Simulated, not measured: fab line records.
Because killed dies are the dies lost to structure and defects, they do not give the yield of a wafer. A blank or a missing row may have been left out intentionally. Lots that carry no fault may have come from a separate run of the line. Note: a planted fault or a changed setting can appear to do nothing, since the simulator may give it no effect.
Split-lot trial ; flow n5_finfet ; 21 wafers read across 7 lots, on a route 1938 steps long

SPLIT DETAILS
At N5_DUMMY_GATE_PECVD_30 (deposits SiO2 from TEOS/O2, target thk 55 nm, time 10.8 s), the setting time_s was moved away from the recipe's 10.8 s on 9 of the 21 wafers read, by -11.8% to +6.9%. For the rest of the wafers, this setting stayed at what the recipe calls for.

FROM THE SPLIT TO THE READING: what the file shows between them, 4 steps
- N5_DUMMY_GATE_COAT_34: time 60 s, resist thk 60 nm
- N5_DUMMY_GATE_COAT_35: time 60 s, resist thk 10 nm
- N5_DUMMY_GATE_ETCH_31: etches SiO2 in C4F6/O2, target depth 82.5 nm, time 27.5 s
- N5_DUMMY_GATE_STRIP_41: strips in O2

THE READING
SiO2_of_DUMMY_GATE_PECVD_30.thk_nm (the simulator's own value, which no gauge read), in nm, at N5_DUMMY_GATE_HM_OPEN_21 (chemistry CH3F/O2, target SiNx, target depth 120 nm, time 171.4 s). The file gives no usual value for it. Across the 12 wafers here that went through the recipe, the average is 45.2 nm and the standard deviation 0.51 nm.

wafer;tool, chamber at the split;time_s as run, s;against the recipe;SiO2_of_DUMMY_GATE_PECVD_30.thk_nm, nm;against lot-mates on the recipe
L076.1;pecvd-04, 2;10.3;-4.6%;41.6;-3.6
L076.3;pecvd-04, 1,2;10.8;recipe;45.2;-
L076.5;pecvd-04, 1,2;10.8;recipe;45.2;-
L085.3;pecvd-04, 0;9.778;-9.5%;40.2;-4.8
L085.4;pecvd-04, 0;9.778;-9.5%;41.4;-3.6
L085.6;pecvd-04, 2;10.8;recipe;45;-
L086.1;pecvd-04, 0;10.8;recipe;44.8;-
L086.2;pecvd-04, 2;10.8;recipe;44.2;-
L086.3;pecvd-04, 1;9.521;-11.8%;38.6;-5.9
L090.3;pecvd-01, 1;10.8;recipe;45.2;-
L090.4;pecvd-01, 2;10.8;recipe;45.8;-
L090.5;pecvd-01, 1;11.55;+6.9%;49.2;+3.7
L092.2;pecvd-03, 0;10.8;recipe;45.4;-
L092.3;pecvd-03, 2;11.43;+5.8%;48.2;+2.8
L092.6;pecvd-03, 2;11.43;+5.8%;48.8;+3.4
L095.4;pecvd-03, 1,0;10.8;recipe;45.4;-
L095.5;pecvd-03, 2;10.8;recipe;46.4;-
L095.6;pecvd-03, 1,0;10.8;recipe;45.2;-
L097.1;pecvd-01, 2;10.8;recipe;45;-
L097.4;pecvd-01, 1,0;11.31;+4.7%;48.2;+3.2
L097.5;pecvd-01, 1,0;11.31;+4.7%;48;+3.0
Rows listing several chambers each stand for several wafers; the file does not say which wafer went through which chamber.

THE FIT
A straight line over all 21 wafers: SiO2_of_DUMMY_GATE_PECVD_30.thk_nm changes by +0.543 nm for each +1% of time_s; r = +0.98; the points scatter about the line by 0.58 nm.
The same after taking each lot's own level away (the mean of its wafers on the recipe; 21 wafers): +0.514 nm for each +1%; r = +0.98; scatter 0.53 nm.
According to that fit, moving time_s by its largest amount changes the reading by 6.1 nm.
Measured against the standard deviation above, the lots' own levels, which go from 44.50 to 45.67 nm, span 2.3 times it.
The two slopes are in agreement: the lot-to-lot level therefore moves the slope only a little.
Check: for one of the wafers moved furthest among these (-11.8%), held out of the fit, the line's prediction against its lot-mates is -6.04 nm. Against them it came out at -5.9 nm.

FURTHER SPLITS ON THESE WAFERS
Other splits were also applied to these wafers ahead of the reading. Each is held against what the fit with the lots' levels taken away leaves over:
other split on the same wafers;wafers away from the commonest value;r with SiO2_of_DUMMY_GATE_PECVD_30.thk_nm (lot level and that fit taken away)
N5_ZERO_LAYER_DEVELOP_10 develop_time_s;6;+0.13
N5_PMOS_HMC_CHANNEL_EPI_HM_DEP_34 time_s;7;-0.41
N5_PMOS_HMC_CHANNEL_EPI_PEB_07 peb_temp_c;5;-0.03
N5_FIN_SAQP_FIN_ETCH_36 icp_w;7;+0.15
N5_FIN_CUT_COAT_18 spin_rpm;5;-0.07
N5_DUMMY_GATE_HM_DEP_06 time_s;12;-0.02

THE WHOLE CHAIN: every reading that the file lists as answering this split, in the file's order
step;what it does;reading;change (the file's fit);r (the file's)
N5_DUMMY_GATE_PECVD_30;deposits SiO2 from TEOS/O2, target thk 55 nm, time 10.8 s;SiO2_of_DUMMY_GATE_PECVD_30.thk_nm (the simulator's own value, which no gauge read);+0.528 nm for each +1% of the setting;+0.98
N5_DUMMY_GATE_HM_OPEN_21;chemistry CH3F/O2, target SiNx, target depth 120 nm, time 171.4 s;SiO2_of_DUMMY_GATE_PECVD_30.thk_nm (the simulator's own value, which no gauge read);+0.519 nm for each +1% of the setting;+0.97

THE FILE'S OWN FIT
SiO2_of_DUMMY_GATE_PECVD_30.thk_nm changes by +0.519 nm for each +1% of time_s, r = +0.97.
